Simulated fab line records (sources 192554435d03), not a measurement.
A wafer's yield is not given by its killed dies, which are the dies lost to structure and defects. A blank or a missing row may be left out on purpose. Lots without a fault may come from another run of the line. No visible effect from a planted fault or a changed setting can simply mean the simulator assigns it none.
Matching of chambers || flow n5_finfet || 4 sister chambers for N5_BEOL_M8_STRIP_19 on rie_diel-02
The step strips in O2. 8 wafers are shown with their chamber, then 10 later ones without.

## WAFERS WITH THEIR CHAMBER
{"wafer": "L076.5", "chamber": 1, "showerhead_plenum_p_Torr (Torr)": 2.05, "throttle_valve_pct (%)": 16.08}
{"wafer": "L079.2", "chamber": 1, "showerhead_plenum_p_Torr (Torr)": 2.05, "throttle_valve_pct (%)": 16.11}
{"wafer": "L082.1", "chamber": 3, "showerhead_plenum_p_Torr (Torr)": 2.22, "throttle_valve_pct (%)": 16.54}
{"wafer": "L082.3", "chamber": 0, "showerhead_plenum_p_Torr (Torr)": 1.97, "throttle_valve_pct (%)": 17.13}
{"wafer": "L083.1", "chamber": 0, "showerhead_plenum_p_Torr (Torr)": 1.96, "throttle_valve_pct (%)": 17.16}
{"wafer": "L083.3", "chamber": 3, "showerhead_plenum_p_Torr (Torr)": 2.22, "throttle_valve_pct (%)": 16.54}
{"wafer": "L087.1", "chamber": 2, "showerhead_plenum_p_Torr (Torr)": 2.04, "throttle_valve_pct (%)": 16.62}
{"wafer": "L087.3", "chamber": 2, "showerhead_plenum_p_Torr (Torr)": 2.04, "throttle_valve_pct (%)": 16.63}

## WAFERS WITH NO CHAMBER GIVEN
{"wafer": "L087.6", "showerhead_plenum_p_Torr (Torr)": 2.05, "throttle_valve_pct (%)": 16.11}
{"wafer": "L093.1", "showerhead_plenum_p_Torr (Torr)": 2.22, "throttle_valve_pct (%)": 16.55}
{"wafer": "L093.5", "showerhead_plenum_p_Torr (Torr)": 2.22, "throttle_valve_pct (%)": 16.65}
{"wafer": "L093.6", "showerhead_plenum_p_Torr (Torr)": 2.04, "throttle_valve_pct (%)": 16.14}
{"wafer": "L095.2", "showerhead_plenum_p_Torr (Torr)": 2.04, "throttle_valve_pct (%)": 16.16}
{"wafer": "L095.3", "showerhead_plenum_p_Torr (Torr)": 2.21, "throttle_valve_pct (%)": 16.57}
{"wafer": "L095.6", "showerhead_plenum_p_Torr (Torr)": 2.03, "throttle_valve_pct (%)": 16.65}
{"wafer": "L097.1", "showerhead_plenum_p_Torr (Torr)": 2.03, "throttle_valve_pct (%)": 16.69}
{"wafer": "L097.2", "showerhead_plenum_p_Torr (Torr)": 2.22, "throttle_valve_pct (%)": 16.69}
{"wafer": "L097.4", "showerhead_plenum_p_Torr (Torr)": 2.04, "throttle_valve_pct (%)": 16.16}

## THE CHAMBER EACH PASSED THROUGH
{"wafer": "L087.6", "from the rows above": 1, "in truth": 1}
{"wafer": "L093.1", "from the rows above": 3, "in truth": 3}
{"wafer": "L093.5", "from the rows above": 3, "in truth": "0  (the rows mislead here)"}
{"wafer": "L093.6", "from the rows above": 1, "in truth": 1}
{"wafer": "L095.2", "from the rows above": 1, "in truth": 1}
{"wafer": "L095.3", "from the rows above": 3, "in truth": 3}
{"wafer": "L095.6", "from the rows above": 2, "in truth": 2}
{"wafer": "L097.1", "from the rows above": 2, "in truth": 2}
{"wafer": "L097.2", "from the rows above": 3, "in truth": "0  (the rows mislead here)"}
{"wafer": "L097.4", "from the rows above": 1, "in truth": 1}
Placed correctly: 8 of 10. Can't be placed from these rows: 0. Placed wrongly: 2.
How it was worked out, from the rows above alone: a wafer's distance from a chamber is the root of the sum, over the readings, of the square of ((its reading less the chamber's mean) divided by the reading's scatter). If the next closest chamber is less than 2 further off than the closest, the wafer can't be placed; otherwise it belongs to the closest. Each chamber's mean is taken over the wafers shown for it. The scatter: take each reading less its chamber's mean, square it, sum over the shown wafers, divide by the number of wafers less the number of chambers, and take the root.
